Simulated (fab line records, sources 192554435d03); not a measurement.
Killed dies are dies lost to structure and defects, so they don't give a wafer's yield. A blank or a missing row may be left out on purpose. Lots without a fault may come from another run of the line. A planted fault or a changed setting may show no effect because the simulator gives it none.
Split-lot experiment | flow n5_finfet | 7 lots, 21 wafers read, on a route of 1938 steps

THE SPLIT
At N5_FIN_CUT_CUT_ETCH_26 (etches SiNx in CH3F/O2, target depth 39 nm, time 55.7 s), the setting time_s was moved away from the recipe's 55.7 s on 6 of the 21 wafers read, by -18.4% to +22.2%. The other wafers ran this setting at the recipe's value.

FROM THE SPLIT TO THE READING: what the file shows between them, 3 steps
- N5_FIN_CUT_CUT_ETCH_27: etches SiO2 in CHF3/O2, target depth 4 nm, overetch 2 nm, time 4.9 s
- N5_FIN_CUT_PRECLEAN_35: cleans in vHF, time 13.3 s
- N5_FIN_CUT_CUT_ETCH_15: etches Si in HBr/Cl2/O2, target depth 100 nm, bt time 10 s, time 42.4 s

THE READING
SOC_of_FIN_CUT_COAT_18.thk_nm (the simulator's own value, which no gauge read), in nm, at N5_FIN_CUT_CUT_ETCH_28 (etches Si in HBr/Cl2/O2, target depth 6 nm, time 2.4 s). The file gives no usual value for it. The 15 wafers here that ran the recipe average 168.0 nm, standard deviation 1.4 nm.

wafer  | tool, chamber at the split | time_s as run, s | against the recipe | SOC_of_FIN_CUT_COAT_18.thk_nm, nm | against lot-mates on the recipe
L075.2 | rie_diel-03, 1             | 45.44            | -18.4%             | 171.4                             | +6.2
L075.3 | rie_diel-03, 0             | 45.44            | -18.4%             | 172                               | +6.8
L075.5 | rie_diel-03, 2             | 55.7             | recipe             | 165.2                             | -
L080.1 | rie_diel-06, 1             | 55.7             | recipe             | 168.6                             | -
L080.3 | rie_diel-06, 2             | 55.7             | recipe             | 169.6                             | -
L080.5 | rie_diel-06, 1             | 55.7             | recipe             | 167.4                             | -
L084.1 | rie_diel-03, 0             | 59.72            | +7.2%              | 167.2                             | -0.8
L084.4 | rie_diel-03, 1             | 55.7             | recipe             | 168                               | -
L084.5 | rie_diel-03, 0             | 59.72            | +7.2%              | 167                               | -1.0
L091.1 | rie_diel-06, 2             | 55.7             | recipe             | 170.8                             | -
L091.3 | rie_diel-06, 3             | 68.08            | +22.2%             | 164.6                             | -6.1
L091.5 | rie_diel-06, 0             | 55.7             | recipe             | 170.6                             | -
L095.2 | rie_diel-06, 1             | 55.7             | recipe             | 167.2                             | -
L095.3 | rie_diel-06, 2             | 55.7             | recipe             | 167.2                             | -
L095.4 | rie_diel-06, 1             | 45.93            | -17.5%             | 171                               | +3.8
L096.1 | rie_diel-06, 3             | 55.7             | recipe             | 168.2                             | -
L096.4 | rie_diel-06, 1             | 55.7             | recipe             | 167                               | -
L096.5 | rie_diel-06, 2             | 55.7             | recipe             | 168.4                             | -
L097.1 | rie_diel-02, 3             | 55.7             | recipe             | 167.2                             | -
L097.2 | rie_diel-02, 1             | 55.7             | recipe             | 166.8                             | -
L097.6 | rie_diel-02, 2             | 55.7             | recipe             | 168.4                             | -

THE FIT
A straight line over all 21 wafers: SOC_of_FIN_CUT_COAT_18.thk_nm changes by -0.174 nm for each +1% of time_s; r = -0.78; the points scatter about the line by 1.3 nm.
The same after taking each lot's own level away (the mean of its wafers on the recipe; 21 wafers): -0.285 nm for each +1%; r = -0.96; scatter 0.79 nm.
On that fit, the largest move of time_s shifts the reading by 6.3 nm.
The lots' own levels span 165.20 to 170.70 nm, that is 3.9 times the standard deviation above.
So the lot-to-lot level blurs the effect unless lot-mates are compared.
Check: with one of the wafers moved furthest among these (+22.2%) left out of the fit, the line predicts -6.18 nm for it against its lot-mates. It came out at -6.1 nm against them.

OTHER SPLITS ON THESE WAFERS
These wafers also went through other splits before the reading. Each is held against what the fit with the lots' levels taken away leaves over:
other split on the same wafers | wafers away from the commonest value | r with SOC_of_FIN_CUT_COAT_18.thk_nm (lot level and that fit taken away)
N5_FIN_SAQP_ALD_61 ald_cycles  | 7                                    | -0.34
N5_FIN_SAQP_PECVD_06 time_s    | 8                                    | -0.32

THE WHOLE CHAIN: every reading that the file lists as answering this split, in the file's order
step                   | what it does                                                            | reading                                                                        | change (the file's fit)               | r (the file's)
N5_FIN_CUT_CUT_ETCH_26 | etches SiNx in CH3F/O2, target depth 39 nm, time 55.7 s                 | etch.depth_nm (the simulator's own value, which no gauge read)                 | +0.397 nm for each +1% of the setting | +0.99
N5_FIN_CUT_CUT_ETCH_26 | etches SiNx in CH3F/O2, target depth 39 nm, time 55.7 s                 | SOC_of_FIN_CUT_COAT_18.thk_nm (the simulator's own value, which no gauge read) | -0.211 nm for each +1% of the setting | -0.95
N5_FIN_CUT_CUT_ETCH_15 | etches Si in HBr/Cl2/O2, target depth 100 nm, bt time 10 s, time 42.4 s | SOC_of_FIN_CUT_COAT_18.thk_nm (the simulator's own value, which no gauge read) | -0.266 nm for each +1% of the setting | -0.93
N5_FIN_CUT_CUT_ETCH_28 | etches Si in HBr/Cl2/O2, target depth 6 nm, time 2.4 s                  | SOC_of_FIN_CUT_COAT_18.thk_nm (the simulator's own value, which no gauge read) | -0.275 nm for each +1% of the setting | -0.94

THE FILE'S OWN FIT
SOC_of_FIN_CUT_COAT_18.thk_nm changes by -0.275 nm for each +1% of time_s, r = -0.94.
